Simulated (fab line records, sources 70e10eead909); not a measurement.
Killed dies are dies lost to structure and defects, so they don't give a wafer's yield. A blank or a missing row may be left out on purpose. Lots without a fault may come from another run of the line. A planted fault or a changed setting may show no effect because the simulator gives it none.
Chamber matching | flow nand_harc | NHARC_A_STAIRCASE_DEP_156 on pecvd-01: 3 sister chambers
The step deposits SiNx, target thk 50 nm. 3 wafers are shown with their chamber, then 12 later ones without.

WAFERS WITH THEIR CHAMBER
wafer  | chamber | heater_power_w (W)
L092.2 | 1       | 791
L092.3 | 0       | 487
L092.6 | 2       | 743

WAFERS WITHOUT THEIR CHAMBER
wafer  | heater_power_w (W)
L093.3 | 638
L093.4 | 538
L093.6 | 654
L094.1 | 768
L094.3 | 565
L094.4 | 799
L096.1 | 741
L096.2 | 760
L096.5 | 597
L097.2 | 727
L097.3 | 590
L097.5 | 582

WHICH CHAMBER EACH WENT THROUGH
wafer  | from the rows above          | in truth
L093.3 | can't be placed: 2 or 0 or 1 | 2
L093.4 | 0                            | 0
L093.6 | can't be placed: 2 or 1 or 0 | 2
L094.1 | can't be placed: 1 or 2      | 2
L094.3 | can't be placed: 0 or 2      | 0
L094.4 | can't be placed: 1 or 2      | 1
L096.1 | can't be placed: 2 or 1      | 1
L096.2 | can't be placed: 2 or 1      | 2
L096.5 | can't be placed: 0 or 2 or 1 | 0
L097.2 | can't be placed: 2 or 1      | 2
L097.3 | can't be placed: 0 or 2 or 1 | 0
L097.5 | can't be placed: 0 or 2 or 1 | 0
Placed correctly: 1 of 12. Can't be placed from these rows: 11 (the true chamber is among the candidates in 11). Placed wrongly: 0.
How it was worked out, from the rows above alone: a wafer's distance from a chamber is the root of the sum, over the readings, of the square of ((its reading less the chamber's mean) divided by the reading's scatter). The wafer belongs to the nearest chamber; if the next one is less than 2 further off, it can't be placed. A chamber's mean is the mean of its shown wafers. The scatter: with one shown wafer a chamber, the root of the mean of the squares of how far each hidden wafer lies from its nearest shown one.
